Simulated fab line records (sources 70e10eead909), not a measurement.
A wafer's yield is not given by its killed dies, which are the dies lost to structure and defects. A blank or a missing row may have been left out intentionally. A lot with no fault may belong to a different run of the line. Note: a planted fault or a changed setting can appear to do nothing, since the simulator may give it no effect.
Matching of chambers || flow nand-harc || NHARC_P_CONTACT_DEP_00 on pecvd-03: 3 sister chambers
The step deposits SiO2, target thk 500 nm. 14 wafers are shown with their chamber, then 7 later ones without.

WAFERS, EACH WITH ITS CHAMBER
{"wafer": "L622.1", "chamber": 2, "throttle-valve-pct (%)": 16.8, "heater-power-w (W)": 619}
{"wafer": "L622.3", "chamber": 0, "throttle-valve-pct (%)": 16.8, "heater-power-w (W)": 624}
{"wafer": "L622.5", "chamber": 1, "throttle-valve-pct (%)": 16.4, "heater-power-w (W)": 700}
{"wafer": "L629.1", "chamber": 1, "throttle-valve-pct (%)": 15.7, "heater-power-w (W)": 674}
{"wafer": "L629.2", "chamber": 2, "throttle-valve-pct (%)": 16.6, "heater-power-w (W)": 579}
{"wafer": "L629.6", "chamber": 1, "throttle-valve-pct (%)": 15.9, "heater-power-w (W)": 699}
{"wafer": "L632.2", "chamber": 0, "throttle-valve-pct (%)": 16.2, "heater-power-w (W)": 515}
{"wafer": "L632.4", "chamber": 1, "throttle-valve-pct (%)": 15.5, "heater-power-w (W)": 622}
{"wafer": "L632.5", "chamber": 2, "throttle-valve-pct (%)": 16.7, "heater-power-w (W)": 494}
{"wafer": "L633.1", "chamber": 0, "throttle-valve-pct (%)": 16.2, "heater-power-w (W)": 549}
{"wafer": "L633.5", "chamber": 1, "throttle-valve-pct (%)": 15.8, "heater-power-w (W)": 695}
{"wafer": "L633.6", "chamber": 2, "throttle-valve-pct (%)": 16.7, "heater-power-w (W)": 592}
{"wafer": "L636.1", "chamber": 0, "throttle-valve-pct (%)": 16.3, "heater-power-w (W)": 544}
{"wafer": "L636.3", "chamber": 2, "throttle-valve-pct (%)": 16.8, "heater-power-w (W)": 517}

SIGNATURES (averages over the wafers above)
{"reading": "throttle-valve-pct", "chamber 0": 16.375, "chamber 1": 15.860, "chamber 2": 16.720, "scatter within a chamber": 0.257}
{"reading": "heater-power-w", "chamber 0": 558.00, "chamber 1": 678.00, "chamber 2": 560.20, "scatter within a chamber": 44.6}
Rule: distance of a wafer from a chamber = root of the sum over the readings of ((wafer's reading minus chamber's mean) / reading's scatter) squared. The wafer belongs to the nearest chamber; if the next one is less than 2 further off, it can't be placed. The scatter is the square root of a quotient: the sum, over the shown wafers, of each reading's squared deviation from its chamber's mean, divided by wafers minus chambers.

WAFERS MISSING THEIR CHAMBER
{"wafer": "L636.4", "throttle-valve-pct (%)": 16.4, "heater-power-w (W)": 578}
{"wafer": "L637.2", "throttle-valve-pct (%)": 15.6, "heater-power-w (W)": 661}
{"wafer": "L637.4", "throttle-valve-pct (%)": 16.0, "heater-power-w (W)": 673}
{"wafer": "L637.6", "throttle-valve-pct (%)": 16.7, "heater-power-w (W)": 628}
{"wafer": "L638.3", "throttle-valve-pct (%)": 16.2, "heater-power-w (W)": 622}
{"wafer": "L638.4", "throttle-valve-pct (%)": 15.7, "heater-power-w (W)": 633}
{"wafer": "L638.5", "throttle-valve-pct (%)": 16.2, "heater-power-w (W)": 502}

WHICH CHAMBER EACH ONE RAN IN
{"wafer": "L636.4", "from the rows above": "can't be placed: 0 or 2", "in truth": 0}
{"wafer": "L637.2", "from the rows above": 1, "in truth": 1}
{"wafer": "L637.4", "from the rows above": 1, "in truth": 1}
{"wafer": "L637.6", "from the rows above": "can't be placed: 2 or 0 or 1", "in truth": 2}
{"wafer": "L638.3", "from the rows above": "can't be placed: 0 or 1 or 2", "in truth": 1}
{"wafer": "L638.4", "from the rows above": "can't be placed: 1 or 0", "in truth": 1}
{"wafer": "L638.5", "from the rows above": "can't be placed: 0 or 2", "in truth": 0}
Placed correctly: 2 of 7. Can't be placed from these rows: 5 (the true chamber is among the candidates in 5). Placed wrongly: 0.
